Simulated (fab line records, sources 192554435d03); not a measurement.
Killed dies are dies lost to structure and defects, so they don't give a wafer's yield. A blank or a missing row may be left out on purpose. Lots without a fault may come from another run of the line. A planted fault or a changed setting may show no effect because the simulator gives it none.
Split-lot experiment | flow n5_finfet | 7 lots, 39 wafers read, on a route of 1938 steps

THE SPLIT
At N5_PASSIVATION_AL_DEP_21 (deposits Al, target thk 2800 nm, time 170 s), the setting time_s was moved away from the recipe's 170 s on 18 of the 39 wafers read, by -58.4% to +40.6%. The other wafers ran this setting at the recipe's value.

The reading is taken at the split's own step.

THE READING
Al_of_PASSIVATION_AL_DEP_21.thk_nm (the simulator's own value, which no gauge read), in nm, at N5_PASSIVATION_AL_DEP_21 (deposits Al, target thk 2800 nm, time 170 s). The file gives no usual value for it. The 21 wafers here that ran the recipe average 2794 nm, standard deviation 48 nm.

wafer  | tool, chamber at the split | time_s as run, s | against the recipe | Al_of_PASSIVATION_AL_DEP_21.thk_nm, nm | against lot-mates on the recipe
L077.1 | pvd_sputter-02, -          | 170              | recipe             | 2781                                   | -
L077.2 | pvd_sputter-02, -          | 170              | recipe             | 2773                                   | -
L077.5 | pvd_sputter-02, -          | 170              | recipe             | 2776                                   | -
L082.1 | pvd_sputter-02, -          | 170              | recipe             | 2746                                   | -
L082.2 | pvd_sputter-02, -          | 239.1            | +40.6%             | 3897                                   | +1149
L082.3 | pvd_sputter-02, -          | 170              | recipe             | 2757                                   | -
L082.4 | pvd_sputter-02, -          | 239.1            | +40.6%             | 3891                                   | +1143
L082.5 | pvd_sputter-02, -          | 239.1            | +40.6%             | 3902                                   | +1154
L082.6 | pvd_sputter-02, -          | 170              | recipe             | 2742                                   | -
L083.1 | pvd_sputter-01, -          | 122.1            | -28.2%             | 1995                                   | -776
L083.2 | pvd_sputter-01, -          | 122.1            | -28.2%             | 1938                                   | -833
L083.3 | pvd_sputter-01, -          | 170              | recipe             | 2760                                   | -
L083.4 | pvd_sputter-01, -          | 170              | recipe             | 2766                                   | -
L083.5 | pvd_sputter-01, -          | 122.1            | -28.2%             | 2008                                   | -763
L083.6 | pvd_sputter-01, -          | 170              | recipe             | 2787                                   | -
L090.1 | pvd_sputter-03, -          | 170              | recipe             | 2889                                   | -
L090.2 | pvd_sputter-03, -          | 70.68            | -58.4%             | 1193                                   | -1659
L090.3 | pvd_sputter-03, -          | 70.68            | -58.4%             | 1155                                   | -1697
L090.4 | pvd_sputter-03, -          | 70.68            | -58.4%             | 1165                                   | -1687
L090.5 | pvd_sputter-03, -          | 170              | recipe             | 2790                                   | -
L090.6 | pvd_sputter-03, -          | 170              | recipe             | 2876                                   | -
L095.1 | pvd_sputter-03, -          | 204.8            | +20.5%             | 3437                                   | +620
L095.2 | pvd_sputter-03, -          | 204.8            | +20.5%             | 3348                                   | +531
L095.3 | pvd_sputter-03, -          | 170              | recipe             | 2811                                   | -
L095.4 | pvd_sputter-03, -          | 204.8            | +20.5%             | 3388                                   | +571
L095.5 | pvd_sputter-03, -          | 170              | recipe             | 2761                                   | -
L095.6 | pvd_sputter-03, -          | 170              | recipe             | 2879                                   | -
L096.1 | pvd_sputter-03, -          | 170              | recipe             | 2797                                   | -
L096.2 | pvd_sputter-03, -          | 235.8            | +38.7%             | 3897                                   | +1059
L096.3 | pvd_sputter-03, -          | 170              | recipe             | 2884                                   | -
L096.4 | pvd_sputter-03, -          | 170              | recipe             | 2833                                   | -
L096.5 | pvd_sputter-03, -          | 235.8            | +38.7%             | 3932                                   | +1094
L096.6 | pvd_sputter-03, -          | 235.8            | +38.7%             | 3887                                   | +1049
L097.1 | pvd_sputter-02, -          | 106.5            | -37.4%             | 1719                                   | -1034
L097.2 | pvd_sputter-02, -          | 106.5            | -37.4%             | 1698                                   | -1055
L097.3 | pvd_sputter-02, -          | 170              | recipe             | 2744                                   | -
L097.4 | pvd_sputter-02, -          | 170              | recipe             | 2759                                   | -
L097.5 | pvd_sputter-02, -          | 170              | recipe             | 2757                                   | -
L097.6 | pvd_sputter-02, -          | 106.5            | -37.4%             | 1724                                   | -1029

THE FIT
A straight line over all 39 wafers: Al_of_PASSIVATION_AL_DEP_21.thk_nm changes by +28.1 nm for each +1% of time_s; r = +1.00; the points scatter about the line by 44 nm.
The same after taking each lot's own level away (the mean of its wafers on the recipe; 39 wafers): +28.2 nm for each +1%; r = +1.00; scatter 29 nm.
On that fit, the largest move of time_s shifts the reading by 1.6e+03 nm.
The lots' own levels span 2748.3 to 2851.7 nm, that is 2.2 times the standard deviation above.
So the lot-to-lot level changes the slope little: the two slopes agree.
Check: with one of the wafers moved furthest among these (-58.4%) left out of the fit, the line predicts -1.65e+03 nm for it against its lot-mates. It came out at -1.66e+03 nm against them.

OTHER SPLITS ON THESE WAFERS
These wafers also went through other splits before the reading. Each is held against what the fit with the lots' levels taken away leaves over:
other split on the same wafers     | wafers away from the commonest value | r with Al_of_PASSIVATION_AL_DEP_21.thk_nm (lot level and that fit taken away)
N5_BEOL_M4_ILD_DEP_00 time_s       | 18                                   | -0.14
N5_BEOL_M6_ETCH_62 time_s          | 18                                   | -0.30
N5_BEOL_M8_ILD_DEP_00 target_thk_a | 15                                   | +0.20
N5_BEOL_M11_CURE_72 time_s         | 12                                   | -0.26
N5_BEOL_M13_SPUTTER_43 time_s      | 15                                   | +0.21

THE FILE'S OWN FIT
Al_of_PASSIVATION_AL_DEP_21.thk_nm changes by +28.2 nm for each +1% of time_s, r = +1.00.
